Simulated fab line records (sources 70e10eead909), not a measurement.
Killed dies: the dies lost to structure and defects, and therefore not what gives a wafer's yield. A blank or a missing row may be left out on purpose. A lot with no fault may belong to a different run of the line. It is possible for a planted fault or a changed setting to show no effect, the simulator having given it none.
Which of the tools did it? -- flow nand-harc -- Sampling: 15 lots, 45 wafers, 4 of 1159 route steps

== WHAT THE GAUGES READ, wafer by wafer ==
NHARC_A_CONTACT_OVL_MEAS_70. Usual: overlay-x-nm -0.2 nm, standard deviation 0.7; overlay-y-nm 0.1 nm, standard deviation 0.76.
lot,measured,on,overlay-x-nm (nm),overlay-y-nm (nm),flag
L289,day 16 22:58,overlay-02,-1.1 -0.4 -0.9,0.0 -0.3 0.1,
L286,day 17 04:34,overlay-02,-1.5 -0.9 -1.1,0.6 0.6 0.0,
L287,day 17 05:33,overlay-01,-1.4 -1.4 -0.7,0.6 0.2 0.3,
L291,day 17 06:06,overlay-01,0.2 -0.5 -0.6,-0.1 0.8 1.2,
L288,day 17 08:02,overlay-02,-1.7 -1.1 -1.8,-0.1 -0.1 0.0,
L290,day 17 09:49,overlay-02,1.1 0.5 0.5,-1.0 -1.0 -1.5,
L292,day 17 19:52,overlay-01,0.0 -0.2 0.1,0.4 0.2 0.0,
L295,day 18 08:06,overlay-01,0.1 -0.3 0.1,0.5 0.4 -0.1,
L294,day 18 12:44,overlay-01,0.1 0.1 -0.5,0.2 -0.3 0.5,
L297,day 19 00:13,overlay-02,0.5 -0.3 0.2,0.9 1.1 0.8,
L296,day 19 02:02,overlay-02,0.4 0.7 0.8,-0.1 0.2 -0.4,
L308,day 21 23:45,overlay-02,- - -,- - -,OFF
L306,day 22 01:37,overlay-02,- - -,- - -,OFF
L307,day 22 04:16,overlay-02,- - -,- - -,OFF
L309,day 22 06:22,overlay-01,-0.7 -0.4 -1.1,0.3 0.3 -0.2,

== WHAT TOOL EACH LOT RAN ON (gives the tool, then ch and the chambers of the sampled wafers, and finally the start) ==
lot,NHARC_A_CONTACT_ETCH_121,NHARC_A_CONTACT_ETCH_122,NHARC_A_CONTACT_DEVELOP_68
L289,"har-cap-etch-03 ch 0,1, day 16 15:46","har-cap-etch-03 ch 0,1, day 16 15:51","litho-track-06 ch 0, day 16 22:00"
L286,"har-cap-etch-01 ch 0,1, day 16 19:46","har-cap-etch-01 ch 0,1, day 16 19:51","litho-track-01 ch 0, day 17 04:00"
L287,"har-cap-etch-02 ch 1, day 16 22:13","har-cap-etch-02 ch 1, day 16 22:18","litho-track-01 ch 0, day 17 05:00"
L291,"har-cap-etch-01 ch 0,1, day 16 23:41","har-cap-etch-01 ch 0,1, day 16 23:47","litho-track-04 ch 0, day 17 05:00"
L288,"har-cap-etch-01 ch 0,1, day 17 02:39","har-cap-etch-01 ch 0,1, day 17 02:44","litho-track-04 ch 0, day 17 07:00"
L290,"har-cap-etch-03 ch 1, day 17 05:02","har-cap-etch-03 ch 1, day 17 05:08","litho-track-04 ch 0, day 17 09:00"
L292,"har-cap-etch-03 ch 0,1, day 17 14:52","har-cap-etch-03 ch 0,1, day 17 14:57","litho-track-06 ch 0, day 17 19:00"
L295,"har-cap-etch-03 ch 0,1, day 18 03:05","har-cap-etch-03 ch 0,1, day 18 03:11","litho-track-04 ch 0, day 18 07:00"
L294,"har-cap-etch-01 ch 0,1, day 18 08:09","har-cap-etch-01 ch 0,1, day 18 08:14","litho-track-06 ch 0, day 18 12:00"
L297,"har-cap-etch-01 ch 0,1, day 18 19:44","har-cap-etch-01 ch 0,1, day 18 19:49","litho-track-01 ch 0, day 19 00:00"
L296,"har-cap-etch-03 ch 0, day 18 20:02","har-cap-etch-03 ch 0, day 18 20:08","litho-track-01 ch 0, day 19 01:00"
L308,"har-cap-etch-03 ch 0,1, day 21 19:23","har-cap-etch-03 ch 0,1, day 21 19:28","litho-track-06, day 21 23:00"
L306,"har-cap-etch-02 ch 0,1, day 21 20:41","har-cap-etch-02 ch 0,1, day 21 20:47","litho-track-04, day 22 01:00"
L307,"har-cap-etch-01 ch 0,1, day 21 23:55","har-cap-etch-01 ch 0,1, day 22 00:01","litho-track-04, day 22 04:00"
L309,"har-cap-etch-03 ch 0,1, day 22 01:49","har-cap-etch-03 ch 0,1, day 22 01:54","litho-track-04 ch 0, day 22 06:00"
- NHARC_A_CONTACT_ETCH_121: etches the open film in C4F8/O2/Ar, time 94 s, target depth 922 nm.
- NHARC_A_CONTACT_ETCH_122: etches the open film in C4F8/O2/Ar, time 95 s, target depth 930 nm.
- NHARC_A_CONTACT_DEVELOP_68: develop time 35 s.

== AS READ BY THE TOOLS THEMSELVES (means over the sampled wafers that have a number; for cases with no such wafer, the mark the record gives instead) ==
NHARC_A_CONTACT_DEVELOP_68. Usual: 23.01 C for chill-plate-temp-C, sd 0.11.
lot,tool,chill-plate-temp-C (C),flag
L289,litho-track-06,23.14,
L286,litho-track-01,22.92,
L287,litho-track-01,23.10,
L291,litho-track-04,22.97,
L288,litho-track-04,22.98,
L290,litho-track-04,22.97,
L292,litho-track-06,23.25,
L295,litho-track-04,22.89,
L294,litho-track-06,22.93,
L297,litho-track-01,22.92,
L296,litho-track-01,23.01,
L308,litho-track-06,-,OFF
L306,litho-track-04,-,OFF
L307,litho-track-04,-,OFF
L309,litho-track-04,22.88,

== THE ANSWER, worked out from the rows above alone ==
Rule: take the mean of a lot's wafers that have a number; if it is more than 3 standard deviations from the usual mean, the lot is off. A lot without any number at a reading at which 4 lots or more have one is off too. Any other lot the step has rows for is counted as sound. First the gauges in route order, then the tools' own readings, where a lot's mean is used as printed above. At the first step where some lot is off, the reading lying furthest off is the one used; lots without a number count as furthest.
Off: L308, L306, L307 (NHARC_A_CONTACT_OVL_MEAS_70, overlay-x-nm). Without a number there: L308, L306, L307.
A tool fits if, at a process step before that reading, it ran every lot that is off, and no sound lot after the first of them. Not tried: the gauges at NHARC_A_CONTACT_OVL_MEAS_70; whatever is off there is also off at NHARC_A_CONTACT_DEVELOP_68, on other tools, and gauge error can't account for it. Of those tried, none fits.

== WHAT THE SIMULATOR HAD PUT IN ==
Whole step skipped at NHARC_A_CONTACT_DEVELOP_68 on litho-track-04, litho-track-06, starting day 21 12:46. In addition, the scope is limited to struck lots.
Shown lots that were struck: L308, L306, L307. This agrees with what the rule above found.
